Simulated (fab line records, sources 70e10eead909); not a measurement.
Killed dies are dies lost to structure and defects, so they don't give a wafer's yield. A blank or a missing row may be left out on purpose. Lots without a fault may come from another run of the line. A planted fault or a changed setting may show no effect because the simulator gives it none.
Chamber matching | flow nand_harc | NHARC_A_STAIRCASE_DEP_156 on pecvd-01: 3 sister chambers
The step deposits SiNx, target thk 50 nm. 30 wafers are shown with their chamber, then 12 later ones without.

WAFERS WITH THEIR CHAMBER
wafer  | chamber | heater_power_w (W)
L078.1 | 1       | 653
L078.4 | 1       | 683
L078.6 | 2       | 811
L080.1 | 2       | 815
L080.2 | 1       | 680
L080.6 | 1       | 679
L081.1 | 0       | 729
L081.5 | 1       | 767
L081.6 | 2       | 710
L081.2 | 1       | 749
L081.3 | 2       | 711
L081.4 | 0       | 736
L083.1 | 1       | 645
L083.5 | 0       | 713
L083.6 | 2       | 784
L084.1 | 2       | 827
L084.5 | 2       | 828
L084.6 | 0       | 770
L087.3 | 1       | 729
L087.4 | 1       | 729
L087.5 | 2       | 730
L088.1 | 1       | 714
L088.4 | 1       | 706
L088.6 | 2       | 841
L092.1 | 1       | 692
L092.4 | 1       | 669
L092.5 | 2       | 735
L090.2 | 2       | 800
L090.4 | 0       | 753
L090.5 | 2       | 794

SIGNATURES (means of the wafers above)
reading        | chamber 0 | chamber 1 | chamber 2 | scatter within a chamber
heater_power_w | 740.20    | 699.62    | 782.17    | 40
Rule: a wafer's distance from a chamber is the root of the sum, over the readings, of the square of ((its reading less the chamber's mean) divided by the reading's scatter). The wafer belongs to the nearest chamber; if the next one is less than 2 further off, it can't be placed. The scatter: the root of (the sum of the squares of (reading less its chamber's mean) over the shown wafers, divided by (wafers less chambers)).

WAFERS WITHOUT THEIR CHAMBER
wafer  | heater_power_w (W)
L091.3 | 784
L091.4 | 763
L091.5 | 782
L093.1 | 640
L093.2 | 654
L093.5 | 755
L094.1 | 742
L094.2 | 815
L094.3 | 753
L097.1 | 733
L097.5 | 664
L097.6 | 718

WHICH CHAMBER EACH WENT THROUGH
wafer  | from the rows above          | in truth
L091.3 | can't be placed: 2 or 0      | 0
L091.4 | can't be placed: 2 or 0 or 1 | 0
L091.5 | can't be placed: 2 or 0      | 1
L093.1 | can't be placed: 1 or 0      | 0
L093.2 | can't be placed: 1 or 0      | 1
L093.5 | can't be placed: 0 or 2 or 1 | 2
L094.1 | can't be placed: 0 or 2 or 1 | 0
L094.2 | can't be placed: 2 or 0      | 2
L094.3 | can't be placed: 0 or 2 or 1 | 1
L097.1 | can't be placed: 0 or 1 or 2 | 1
L097.5 | can't be placed: 1 or 0      | 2
L097.6 | can't be placed: 1 or 0 or 2 | 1
Placed correctly: 0 of 12. Can't be placed from these rows: 12 (the true chamber is among the candidates in 10). Placed wrongly: 0.
